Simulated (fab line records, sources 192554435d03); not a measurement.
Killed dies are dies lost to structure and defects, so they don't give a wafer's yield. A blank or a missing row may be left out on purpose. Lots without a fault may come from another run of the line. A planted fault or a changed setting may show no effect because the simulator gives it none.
fab line records | flow n5_finfet
record lots=11 wafers=31 last_day=17
route steps=1938 shown BEOL_M9@1401 PASSIVATION@1936
lots that met no fault: from a run of the same line without faults
start_h: hours from the record's first day to the start of the lot's first wafer shown | wait_h: hours since the lot's step before | " the same as in the row above | L1.1+2: a row that stands for several wafers | - no value, or no start given | * or withheld: withheld | < > ~ a bound
route shown NAME@n: a module of which the file shows steps, and the number in the route of the first | usual: mean/standard deviation of fault-free wafers | same: alike in all rows | chamber/n: place in a boat | sites: the reading at each site | _std_site: their standard deviation | _edge_site: outer sites' mean less inner sites' | radius_mm: how far each site lies from the wafer's centre | mask NAME#n: copy n | behind: the tool/chamber that last shaped the wafer | hold: why the lot was held/for how many hours/how that ended | device: the transistor (n, p or np) that didn't switch | end of line: the same wafers' tests at the end of the route | a step without rows: its recipe alone | killed: dies lost to structure and defects at the first sort, not the wafer's yield | map: a wafer's dies, x killed, . not, _ none there
set.NAME: the setting as run; set.NAME@STEP: as run at that earlier step | model.NAME: the simulator's own value behind a step, which no gauge read
steps of the route over a sample of lots; a table a step, a row a wafer
services: from which hour (start_h, from the record's first day; less than 0 if before it) a tool's chamber was out of use, for how many hours, and why
## steps
# step N5_BEOL_M9_ILD_DEP_00
# recipe material=SiCOH_lowk target_thk_a=3085.1 temp_c=300 precursor=DEMS/porogen pressure_torr=5 rf_w=500 time_s=58
# usual heater_power_w=327/39 showerhead_plenum_p_Torr=5.734/0.015 throttle_valve_pct=13.5/0.62
# columns lot.wafer tool chamber start_h wait_h heater_power_w showerhead_plenum_p_Torr throttle_valve_pct
L503.1 pecvd-02 0 202.34 0.0 363 5.715 12.8
L503.2 " 2 " " 295 5.708 12.3
L503.3 " 2 " " 300 5.712 12.7
L505.2 pecvd-03 1 216.39 0.0 312 5.754 14.7
L505.5 " 1 " " 323 5.761 14.8
L505.6 " 2 " " 339 5.705 14.0
L508.1 pecvd-01 0 231.18 0.0 313 5.725 13.7
L508.2 " 1 " " 342 5.735 14.0
L508.4 " 1 " " 276 5.739 13.9
L509.2 pecvd-01 2 233.63 0.0 384 5.734 12.8
L509.3 " 0 " " 270 5.743 13.4
L509.6 " 0 " " 279 5.717 13.3
L511.2 pecvd-01 2 245.33 0.0 331 5.752 13.1
L511.3 " 1 " " 306 5.738 13.7
L511.6 " 2 " " 341 5.744 13.2
L510.1 pecvd-01 2 249.11 0.0 351 5.747 13.4
L510.3 " 0 " " 269 5.723 13.3
L510.6 " 1 " " 286 5.755 13.8
L519.4 pecvd-02 1 301.59 0.1 390 5.728 14.5
L519.6 " 0 " " 357 5.747 13.6
L521.1 pecvd-02 2 312.95 0.0 284 5.721 12.6
L521.2 " 0 " " 349 5.736 13.3
L523.4 pecvd-02 0 322.25 0.1 317 5.720 13.5
L523.5 " 1 " " 371 5.714 14.4
L523.6 " 2 " " 278 5.707 12.6
L526.3 pecvd-01 1 337.25 0.1 313 5.752 13.8
L526.4 " 2 " " 387 5.752 13.3
L526.6 " 2 " " 385 5.749 13.2
L525.1 pecvd-03 2 341.50 0.0 315 5.698 14.3
L525.2 " 1 " " 311 5.760 14.8
L525.3 " 0 " " 346 5.758 13.3
# step N5_BEOL_M9_INSPECT_13
# recipe mode=adi inspect_instrument=brightfield
# usual raw_defect_count=432/81
# columns lot.wafer tool chamber start_h wait_h raw_defect_count
L503.1 defect_inspect-02 - 205.03 0.0 500
L503.2 " - " " 433
L503.3 " - " " 504
L505.2 defect_inspect-01 - 218.90 0.0 714
L505.5 " - " " 413
L505.6 " - " " 394
L508.1 defect_inspect-02 - 233.66 0.0 511
L508.2 " - " " 368
L508.4 " - " " 326
L509.2 defect_inspect-01 - 235.75 0.0 505
L509.3 " - " " 452
L509.6 " - " " 422
L511.2 defect_inspect-02 - 248.36 0.0 464
L511.3 " - " " 352
L511.6 " - " " 334
L510.1 defect_inspect-02 - 251.24 0.0 425
L510.3 " - " " 395
L510.6 " - " " 329
L519.4 defect_inspect-02 - 303.95 0.0 462
L519.6 " - " " 369
L521.1 defect_inspect-01 - 315.96 0.0 431
L521.2 " - " " 278
L523.4 defect_inspect-01 - 328.10 0.0 457
L523.5 " - " " 383
L523.6 " - " " 387
L526.3 defect_inspect-01 - 339.18 0.0 629
L526.4 " - " " 359
L526.6 " - " " 438
L525.1 defect_inspect-01 - 343.53 0.0 441
L525.2 " - " " 466
L525.3 " - " " 498
# step N5_BEOL_M9_COAT_22
# recipe resist=CAR-EUV spin_rpm=1500 resist_thk_nm=30
# usual exhaust_pa=45.1/0.97 spin_speed_rpm=1500.0/1.1
# columns lot.wafer tool chamber start_h wait_h exhaust_pa spin_speed_rpm
L503.1 litho_track-05 0 206.47 - 43.0 1498.6
L503.2 " 0 " " 45.3 1500.6
L503.3 " 0 " " 45.6 1499.9
L505.2 litho_track-01 0 219.50 - 46.5 1501.2
L505.5 " 0 " " 46.0 1500.6
L505.6 " 0 " " 45.0 1500.3
L508.1 litho_track-05 0 234.36 - 44.9 1499.8
L508.2 " 0 " " 43.5 1499.8
L508.4 " 0 " " 44.4 1500.9
L509.2 litho_track-05 0 236.96 - 44.7 1501.5
L509.3 " 0 " " 45.4 1500.2
L509.6 " 0 " " 44.9 1500.1
L511.2 litho_track-05 0 249.62 - 44.9 1377.4
L511.3 " 0 " " 42.8 1375.9
L511.6 " 0 " " 45.1 1374.9
L510.1 litho_track-05 0 256.49 - 46.1 1375.9
L510.3 " 0 " " 46.5 1375.5
L510.6 " 0 " " 46.4 1375.2
L519.4 litho_track-01 0 307.08 - 45.2 1499.0
L519.6 " 0 " " 45.2 1501.1
L521.1 litho_track-01 0 316.66 - 44.4 1500.5
L521.2 " 0 " " 45.9 1500.2
L523.4 litho_track-05 0 329.30 - 46.1 1499.6
L523.5 " 0 " " 46.9 1499.4
L523.6 " 0 " " 47.3 1498.2
L526.3 litho_track-05 0 340.88 - 46.4 1498.8
L526.4 " 0 " " 45.9 1499.1
L526.6 " 0 " " 46.0 1499.8
L525.1 litho_track-01 0 344.19 - 45.0 1501.6
L525.2 " 0 " " 45.0 1499.6
L525.3 " 0 " " 45.5 1500.0
# step N5_BEOL_M9_DESCUM_33
# recipe chemistry=O2 time_s=7 source_power_w=50 bias_power_w=20 pressure_mtorr=20 rf_frequency_hz=2.712e+07 temp_c=40 resist=CAR-EUV o2_flow_sccm=225
# usual drypump_motor_current_A=5.7/0.3 oes_product_au=0.74/0.07 rf_vpp_V=243.0/1.3 showerhead_plenum_p_Torr=2.09/0.073 throttle_valve_pct=20.52/0.19
# columns lot.wafer tool chamber start_h wait_h drypump_motor_current_A oes_product_au rf_hours_counter_h rf_vpp_V showerhead_plenum_p_Torr throttle_valve_pct
L503.1 rie_diel-06 1 207.41 0.4 5.9 0.72 178 246.2 2.19 20.62
L503.2 " 0 " " 5.8 0.72 160 244.1 2.09 20.72
L503.3 " 3 " " 5.8 0.88 45 245.1 2.14 20.69
L505.2 rie_diel-06 0 219.96 0.0 5.8 0.72 163 244.1 2.09 20.71
L505.5 " 1 " " 5.9 0.71 - 244.7 2.19 20.64
L505.6 " 0 " " 5.8 0.71 - 243.5 2.09 20.72
L508.1 rie_diel-03 0 234.91 0.2 5.4 0.69 216 243.9 2.05 20.51
L508.2 " 3 " " 5.2 0.74 196 242.1 2.07 20.47
L508.4 " 0 " " 5.4 0.70 - 243.3 2.05 20.51
L509.2 rie_diel-06 2 237.43 0.1 5.5 0.70 226 242.4 2.08 20.47
L509.3 " 3 " " 5.8 0.88 54 243.4 2.13 20.70
L509.6 " 3 " " 5.8 0.89 - 242.5 2.13 20.72
L511.2 rie_diel-03 0 252.12 1.3 5.4 0.70 223 241.8 2.05 20.51
L511.3 " 3 " " 5.2 0.73 204 242.8 2.06 20.46
L511.6 " 1 " " 6.2 0.69 - 242.2 1.99 20.69
L510.1 rie_diel-03 0 257.00 0.0 5.4 0.69 225 244.3 2.05 20.50
L510.3 " 2 " " 5.5 0.88 19 245.0 2.24 20.38
L510.6 " 3 " " 5.2 0.72 - 242.8 2.06 20.48
L519.4 rie_diel-03 0 307.59 0.0 5.4 0.68 241 243.5 2.04 20.55
L519.6 " 3 " " 5.2 0.71 - 243.2 2.06 20.49
L521.1 rie_diel-03 0 317.16 0.0 5.4 0.68 244 241.3 2.04 20.55
L521.2 " 3 " " 5.2 0.71 225 243.2 2.06 20.51
L523.4 rie_diel-03 2 329.80 0.0 5.5 0.84 42 246.7 2.23 20.42
L523.5 " 3 " " 5.2 0.71 - 241.9 2.06 20.51
L523.6 " 0 " " 5.4 0.67 - 242.2 2.04 20.55
L526.3 rie_diel-03 0 341.39 0.0 5.4 0.67 250 243.4 2.04 20.56
L526.4 " 1 " " 6.2 0.67 243 241.2 1.98 20.72
L526.6 " 3 " " 5.2 0.71 - 242.1 2.05 20.52
L525.1 rie_diel-05 2 344.57 0.0 5.5 0.82 92 244.3 2.10 20.26
L525.2 " 1 " " 5.7 0.69 215 243.5 2.05 20.08
L525.3 " 3 " " 6.1 0.84 63 243.6 2.21 20.57
# step N5_PASSIVATION_PROBE_49
# usual defect_limited_yield=91.1/1.4 killed_at_M0_to_M3=33/9.1 killed_at_M4_up=14/5.6 killed_at_contacts=13/5.7 killed_at_front_end=42/12 killed_at_other=4/3 killed_dies=105/16 killed_on_rim=13/4 killed_open=69/11 killed_short=34/7.5 sort_bin_5_function=5.2/0.91 sort_bin_6_memory=3.3/0.64 sort_bin_8_speed=0.0/0.37 sort_n_pass=1075/16 sort_yield_pct=91.1/1.4
# same gross_dies=1180 killed_at_back_side=0 sort_bin_4_leakage[%]=0
# columns lot.wafer tool chamber start_h wait_h defect_limited_yield[%] killed_at_M0_to_M3 killed_at_M4_up killed_at_contacts killed_at_front_end killed_at_other killed_dies killed_on_rim killed_open killed_short sort_bin_5_function[%] sort_bin_6_memory[%] sort_bin_8_speed[%] sort_n_pass sort_yield_pct[%]
L505.2 prober-02 - 281.85 0.1 90.8 31 15 31 26 5 108 11 73 33 5.6 3.5 0 1072 90.8
L505.5 prober-02 - 282.00 0.2 92.6 26 21 11 24 5 87 15 59 23 4.3 3.0 0 1093 92.6
L505.6 prober-02 - 282.05 0.3 92.0 25 24 11 29 5 94 17 64 30 4.8 2.9 0 1086 92.0
L508.1 prober-01 - 296.94 0.0 90.0 31 14 31 33 9 118 13 75 43 5.8 3.9 0 1062 90.0
L511.2 prober-02 - 309.78 0.1 92.3 36 10 15 28 2 91 13 65 26 4.6 3.1 0 1089 92.3
L511.3 prober-02 - 309.83 0.1 89.5 41 13 16 53 1 124 8 72 51 5.8 4.0 0 1056 89.5
L511.6 prober-02 - 309.98 0.3 91.0 45 3 13 41 4 106 18 63 42 5.2 3.1 0 1074 91.0
L510.1 prober-01 - 311.01 0.2 92.3 37 12 11 30 1 91 14 64 25 4.4 3.1 0 1089 92.3
L510.3 prober-01 - 311.11 0.3 92.9 26 8 11 39 0 84 7 51 33 4.4 2.4 0 1096 92.9
L510.6 prober-01 - 311.26 0.4 89.6 32 10 8 68 5 123 15 80 43 6.0 4.0 0 1057 89.6
# killed by level:class
L505.2 MOL_CONTACT_COAG:geometric_particle:open=23 BEOL_M3:geometric_particle:open=8 MOL_CONTACT_COAG:geometric_particle:short=7 BEOL_M2:geometric_particle:open=6 BEOL_M5:geometric_particle:open=6 GATE_CUT:geometric_particle:short=5 BEOL_M0_SAQP:geometric_particle:open=5 BEOL_M4:geometric_particle:open=4
L505.5 BEOL_M4:geometric_particle:open=11 MOL_CONTACT_COAG:geometric_particle:open=10 BEOL_M3:geometric_particle:open=10 FIN_SAQP:geometric_particle:short=5 FIN_SAQP:geometric_particle:open=4 GATE_CUT:geometric_particle:short=4 BEOL_M1:geometric_particle:open=4 BEOL_M3:geometric_particle:short=3
L505.6 BEOL_M3:geometric_particle:open=14 MOL_CONTACT_COAG:geometric_particle:open=10 FIN_SAQP:geometric_particle:short=5 GATE_CUT:geometric_particle:short=5 BEOL_M2:geometric_particle:open=5 BEOL_M4:geometric_particle:short=5 STARTING-WAFER:geometric_particle:open=5 FIN_SAQP:geometric_particle:open=4
L508.1 MOL_CONTACT_COAG:geometric_particle:open=27 BEOL_M0_SAQP:geometric_particle:short=13 BEOL_M4:geometric_particle:open=6 DUMMY_GATE:geometric_particle:open=5 BEOL_M2:geometric_particle:open=5 FIN_SAQP:geometric_particle:short=4 GATE_CUT:geometric_particle:open=4 MOL_CONTACT_COAG:geometric_particle:short=4
L511.2 MOL_CONTACT_COAG:geometric_particle:open=11 FIN_SAQP:geometric_particle:open=8 BEOL_M2:geometric_particle:open=7 STI_FIN_REVEAL:geometric_particle:open=6 BEOL_M1:geometric_particle:open=6 BEOL_M0_SAQP:geometric_particle:short=6 BEOL_M0_SAQP:geometric_particle:open=5 BEOL_M3:geometric_particle:open=5
L511.3 STI_FIN_REVEAL:geometric_particle:open=10 FIN_SAQP:geometric_particle:short=9 BEOL_M1:geometric_particle:open=9 MOL_CONTACT_COAG:geometric_particle:open=9 FIN_SAQP:geometric_particle:open=7 MOL_CONTACT_COAG:geometric_particle:short=7 DUMMY_GATE:geometric_particle:open=6 BEOL_M1:geometric_particle:short=6
L511.6 FIN_SAQP:geometric_particle:short=13 FIN_SAQP:geometric_particle:open=11 BEOL_M1:geometric_particle:open=11 BEOL_M0_SAQP:geometric_particle:short=10 BEOL_M3:geometric_particle:open=10 MOL_CONTACT_COAG:geometric_particle:open=9 BEOL_M0_SAQP:geometric_particle:open=4 BEOL_M2:geometric_particle:short=4
L510.1 BEOL_M0_SAQP:geometric_particle:open=13 MOL_CONTACT_COAG:geometric_particle:open=9 STI_FIN_REVEAL:geometric_particle:open=8 BEOL_M0_SAQP:geometric_particle:short=8 FIN_SAQP:geometric_particle:open=5 DUMMY_GATE:geometric_particle:open=4 BEOL_M1:geometric_particle:open=4 BEOL_M2:geometric_particle:open=4
L510.3 FIN_SAQP:geometric_particle:short=9 BEOL_M0_SAQP:geometric_particle:open=8 STI_FIN_REVEAL:geometric_particle:open=6 MOL_CONTACT_COAG:geometric_particle:open=6 FIN_SAQP:geometric_particle:open=5 MOL_CONTACT_COAG:geometric_particle:short=5 BEOL_M1:geometric_particle:open=5 STARTING-WAFER:geometric_particle:short=5
L510.6 STI_FIN_REVEAL:geometric_particle:open=26 FIN_SAQP:geometric_particle:short=10 BEOL_M0_SAQP:geometric_particle:short=10 BEOL_M0_SAQP:geometric_particle:open=10 FIN_SAQP:geometric_particle:open=8 MOL_CONTACT_COAG:geometric_particle:open=6 STI_FIN_REVEAL:geometric_particle:short=5 DUMMY_GATE:geometric_particle:open=5
## services
# columns tool chamber start_h hours kind
pecvd-02 2 180.04 2.1 scheduled_down
pecvd-02 1 195.84 18.6 repair
rie_diel-03 2 214.25 38.8 repair
pecvd-01 1 216.41 5.0 repair
litho_track-01 - 252.96 - consumable_replace:filter
pecvd-03 - 254.60 0.9 repair
rie_diel-06 0 270.40 9.1 repair
rie_diel-05 2 270.47 12.0 repair
pecvd-03 1 308.67 4.0 repair
rie_diel-05 3 312.55 6.6 repair
rie_diel-06 2 316.25 - clean
rie_diel-06 2 316.25 - consumable_replace:focus_ring
rie_diel-06 2 316.25 14.1 scheduled_down
rie_diel-06 2 316.25 14.1 vent_cycle
rie_diel-05 2 317.23 1.2 repair
pecvd-02 - 317.75 2.8 pm
pecvd-03 - 321.24 0.5 repair
rie_diel-03 2 331.22 2.2 repair
pecvd-01 0 334.50 3.8 repair
pecvd-01 2 338.73 5.5 scheduled_down
rie_diel-03 0 341.81 - clean
rie_diel-03 0 341.81 - consumable_replace:focus_ring
rie_diel-03 0 341.81 16.5 scheduled_down
rie_diel-03 0 341.81 16.5 vent_cycle
## key
first_sign step=N5_BEOL_M9_COAT_22 reading=spin_speed_rpm direction=down sigmas=99+ usual=* struck=*
effect none on later readings
met_at N5_BEOL_M9_COAT_22
struck_lots L510,L511
not_acting_at N5_BEOL_M9_ILD_DEP_00,N5_BEOL_M9_INSPECT_13,N5_BEOL_M9_DESCUM_33
onset_between 236.96 249.62
fault kind=process_parameter_drift tool=litho_track-05 chamber=- onset_h=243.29 steps=N5_BEOL_M9_COAT_22 channel=spin_rpm offset=* shape=step end_h=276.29 acts_in=* stated=*
